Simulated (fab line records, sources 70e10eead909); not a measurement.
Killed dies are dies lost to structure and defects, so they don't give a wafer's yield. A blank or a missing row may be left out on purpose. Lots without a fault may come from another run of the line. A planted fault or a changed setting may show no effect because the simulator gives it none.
Chamber matching | flow nand_harc | NHARC_A_CONTACT_ALD_18 on ald_metal-04: 4 sister chambers
The step deposits TiN, target thk 3 nm, pulse time 1 s, ald cycles 150. 18 wafers are shown with their chamber, then 9 later ones without.

WAFERS WITH THEIR CHAMBER
wafer  | chamber | heater_power_w (W) | precursor_pulse_height_rel
L750.3 | 1       | 1089               | 0.947
L750.5 | 2       | 976                | 1.006
L750.6 | 3       | 1067               | 1.002
L755.2 | 2       | 979                | 1.008
L755.3 | 1       | 1082               | 0.996
L755.5 | 2       | 960                | 1.004
L756.4 | 0       | 1038               | 1.008
L756.5 | 0       | 1028               | 1.049
L756.6 | 3       | 1077               | 1.008
L757.1 | 0       | 1051               | 1.010
L757.2 | 3       | 1078               | 0.999
L757.3 | 2       | 975                | 0.998
L759.3 | 0       | 1016               | 0.981
L759.5 | 3       | 1100               | 1.010
L759.6 | 0       | 1044               | 0.992
L769.1 | 2       | 1008               | 0.993
L769.4 | 1       | 1013               | 1.009
L769.5 | 1       | 1034               | 0.989

SIGNATURES (means of the wafers above)
reading                    | chamber 0 | chamber 1 | chamber 2 | chamber 3 | scatter within a chamber
heater_power_w             | 1035.40   | 1054.50   | 979.60    | 1080.50   | 21.8
precursor_pulse_height_rel | 1.00800   | 0.98525   | 1.00180   | 1.00475   | 0.019
Rule: a wafer's distance from a chamber is the root of the sum, over the readings, of the square of ((its reading less the chamber's mean) divided by the reading's scatter). The wafer belongs to the nearest chamber; if the next one is less than 2 further off, it can't be placed. The scatter: the root of (the sum of the squares of (reading less its chamber's mean) over the shown wafers, divided by (wafers less chambers)).

WAFERS WITHOUT THEIR CHAMBER
wafer  | heater_power_w (W) | precursor_pulse_height_rel
L770.1 | 1097               | 1.008
L770.3 | 1019               | 0.998
L770.5 | 987                | 1.024
L772.1 | 1021               | 0.977
L772.4 | 1056               | 0.995
L772.5 | 1010               | 0.986
L773.2 | 991                | 1.010
L773.3 | 1047               | 0.999
L773.6 | 1086               | 1.021

WHICH CHAMBER EACH WENT THROUGH
wafer  | from the rows above               | in truth
L770.1 | can't be placed: 3 or 1           | 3
L770.3 | can't be placed: 0 or 1 or 2 or 3 | 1
L770.5 | can't be placed: 2 or 0           | 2
L772.1 | can't be placed: 1 or 0 or 2 or 3 | 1
L772.4 | can't be placed: 1 or 0 or 3      | 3
L772.5 | can't be placed: 2 or 0 or 1 or 3 | 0
L773.2 | can't be placed: 2 or 0           | 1
L773.3 | can't be placed: 0 or 1 or 3      | 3
L773.6 | can't be placed: 3 or 1 or 0      | 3
Placed correctly: 0 of 9. Can't be placed from these rows: 9 (the true chamber is among the candidates in 8). Placed wrongly: 0.
